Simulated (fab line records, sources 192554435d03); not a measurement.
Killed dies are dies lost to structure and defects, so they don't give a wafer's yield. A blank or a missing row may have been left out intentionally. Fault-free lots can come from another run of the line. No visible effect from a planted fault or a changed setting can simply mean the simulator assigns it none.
Chamber matching || flow n5_finfet || 4 sister chambers for N5_GATE_CUT_ETCH_19 on rie_diel-02
The step etches SiNx in CH3F/O2, target depth 53.7 nm, time 76.7 s. 20 wafers are shown with their chamber, then 10 later ones without.

== EACH WAFER AND ITS CHAMBER ==
{"wafer": "L074.1", "chamber": 2, "showerhead_plenum_p_Torr (Torr)": 1.87, "drypump_motor_current_A (A)": 6.6, "throttle_valve_pct (%)": 16.35}
{"wafer": "L074.4", "chamber": 3, "showerhead_plenum_p_Torr (Torr)": 1.92, "drypump_motor_current_A (A)": 6.2, "throttle_valve_pct (%)": 16.69}
{"wafer": "L074.6", "chamber": 0, "showerhead_plenum_p_Torr (Torr)": 1.90, "drypump_motor_current_A (A)": 6.8, "throttle_valve_pct (%)": 16.26}
{"wafer": "L075.2", "chamber": 1, "showerhead_plenum_p_Torr (Torr)": 2.10, "drypump_motor_current_A (A)": 5.5, "throttle_valve_pct (%)": 16.29}
{"wafer": "L075.4", "chamber": 1, "showerhead_plenum_p_Torr (Torr)": 2.10, "drypump_motor_current_A (A)": 5.5, "throttle_valve_pct (%)": 16.29}
{"wafer": "L075.6", "chamber": 0, "showerhead_plenum_p_Torr (Torr)": 1.90, "drypump_motor_current_A (A)": 6.8, "throttle_valve_pct (%)": 16.27}
{"wafer": "L076.3", "chamber": 2, "showerhead_plenum_p_Torr (Torr)": 1.87, "drypump_motor_current_A (A)": 6.7, "throttle_valve_pct (%)": 16.36}
{"wafer": "L076.4", "chamber": 0, "showerhead_plenum_p_Torr (Torr)": 1.90, "drypump_motor_current_A (A)": 6.8, "throttle_valve_pct (%)": 16.27}
{"wafer": "L076.6", "chamber": 1, "showerhead_plenum_p_Torr (Torr)": 2.10, "drypump_motor_current_A (A)": 5.6, "throttle_valve_pct (%)": 16.30}
{"wafer": "L078.1", "chamber": 2, "showerhead_plenum_p_Torr (Torr)": 1.87, "drypump_motor_current_A (A)": 6.6, "throttle_valve_pct (%)": 16.40}
{"wafer": "L078.3", "chamber": 3, "showerhead_plenum_p_Torr (Torr)": 1.92, "drypump_motor_current_A (A)": 6.2, "throttle_valve_pct (%)": 16.71}
{"wafer": "L078.5", "chamber": 1, "showerhead_plenum_p_Torr (Torr)": 2.09, "drypump_motor_current_A (A)": 5.5, "throttle_valve_pct (%)": 16.31}
{"wafer": "L081.3", "chamber": 2, "showerhead_plenum_p_Torr (Torr)": 1.87, "drypump_motor_current_A (A)": 6.6, "throttle_valve_pct (%)": 16.38}
{"wafer": "L081.5", "chamber": 2, "showerhead_plenum_p_Torr (Torr)": 1.87, "drypump_motor_current_A (A)": 6.6, "throttle_valve_pct (%)": 16.37}
{"wafer": "L081.6", "chamber": 3, "showerhead_plenum_p_Torr (Torr)": 1.91, "drypump_motor_current_A (A)": 6.2, "throttle_valve_pct (%)": 16.70}
{"wafer": "L082.1", "chamber": 1, "showerhead_plenum_p_Torr (Torr)": 2.09, "drypump_motor_current_A (A)": 5.5, "throttle_valve_pct (%)": 16.32}
{"wafer": "L082.3", "chamber": 3, "showerhead_plenum_p_Torr (Torr)": 1.91, "drypump_motor_current_A (A)": 6.2, "throttle_valve_pct (%)": 16.71}
{"wafer": "L082.4", "chamber": 1, "showerhead_plenum_p_Torr (Torr)": 2.09, "drypump_motor_current_A (A)": 5.5, "throttle_valve_pct (%)": 16.31}
{"wafer": "L087.2", "chamber": 1, "showerhead_plenum_p_Torr (Torr)": 2.09, "drypump_motor_current_A (A)": 5.6, "throttle_valve_pct (%)": 16.35}
{"wafer": "L087.4", "chamber": 2, "showerhead_plenum_p_Torr (Torr)": 1.86, "drypump_motor_current_A (A)": 6.7, "throttle_valve_pct (%)": 16.38}

SIGNATURES (means of the wafers above)
{"reading": "showerhead_plenum_p_Torr", "chamber 0": 1.9000, "chamber 1": 2.0943, "chamber 2": 1.8683, "chamber 3": 1.9150, "scatter within a chamber": 0.00471}
{"reading": "drypump_motor_current_A", "chamber 0": 6.800, "chamber 1": 5.529, "chamber 2": 6.633, "chamber 3": 6.200, "scatter within a chamber": 0.0415}
{"reading": "throttle_valve_pct", "chamber 0": 16.2667, "chamber 1": 16.3100, "chamber 2": 16.3733, "chamber 3": 16.7025, "scatter within a chamber": 0.0167}
Rule: a wafer lies at a distance from a chamber equal to the root of the sum of squares, over the readings, of (its reading less the chamber's mean, divided by the reading's scatter). If the next closest chamber is less than 2 further off than the closest, the wafer can't be placed; otherwise it belongs to the closest. The scatter: the root of (the sum of the squares of (reading less its chamber's mean) over the shown wafers, divided by (wafers less chambers)).

== WAFERS MISSING THEIR CHAMBER ==
{"wafer": "L087.6", "showerhead_plenum_p_Torr (Torr)": 1.91, "drypump_motor_current_A (A)": 6.2, "throttle_valve_pct (%)": 16.72}
{"wafer": "L088.1", "showerhead_plenum_p_Torr (Torr)": 1.91, "drypump_motor_current_A (A)": 6.2, "throttle_valve_pct (%)": 16.73}
{"wafer": "L088.3", "showerhead_plenum_p_Torr (Torr)": 2.14, "drypump_motor_current_A (A)": 6.7, "throttle_valve_pct (%)": 15.88}
{"wafer": "L088.4", "showerhead_plenum_p_Torr (Torr)": 1.86, "drypump_motor_current_A (A)": 6.6, "throttle_valve_pct (%)": 16.38}
{"wafer": "L089.1", "showerhead_plenum_p_Torr (Torr)": 2.09, "drypump_motor_current_A (A)": 5.6, "throttle_valve_pct (%)": 16.36}
{"wafer": "L089.3", "showerhead_plenum_p_Torr (Torr)": 1.86, "drypump_motor_current_A (A)": 6.7, "throttle_valve_pct (%)": 16.41}
{"wafer": "L089.6", "showerhead_plenum_p_Torr (Torr)": 1.91, "drypump_motor_current_A (A)": 6.2, "throttle_valve_pct (%)": 16.74}
{"wafer": "L097.1", "showerhead_plenum_p_Torr (Torr)": 1.86, "drypump_motor_current_A (A)": 6.7, "throttle_valve_pct (%)": 16.43}
{"wafer": "L097.3", "showerhead_plenum_p_Torr (Torr)": 1.90, "drypump_motor_current_A (A)": 6.2, "throttle_valve_pct (%)": 16.74}
{"wafer": "L097.5", "showerhead_plenum_p_Torr (Torr)": 1.90, "drypump_motor_current_A (A)": 6.2, "throttle_valve_pct (%)": 16.74}

== CHAMBER TAKEN BY EACH ==
{"wafer": "L087.6", "from the rows above": 3, "in truth": 3}
{"wafer": "L088.1", "from the rows above": 3, "in truth": 3}
{"wafer": "L088.3", "from the rows above": 1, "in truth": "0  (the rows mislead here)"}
{"wafer": "L088.4", "from the rows above": 2, "in truth": 2}
{"wafer": "L089.1", "from the rows above": 1, "in truth": 1}
{"wafer": "L089.3", "from the rows above": 2, "in truth": 2}
{"wafer": "L089.6", "from the rows above": 3, "in truth": 3}
{"wafer": "L097.1", "from the rows above": 2, "in truth": 2}
{"wafer": "L097.3", "from the rows above": 3, "in truth": 3}
{"wafer": "L097.5", "from the rows above": 3, "in truth": 3}
Correct placement for 9 of the 10. Left unplaced by these rows: 0. 1 placed wrongly.
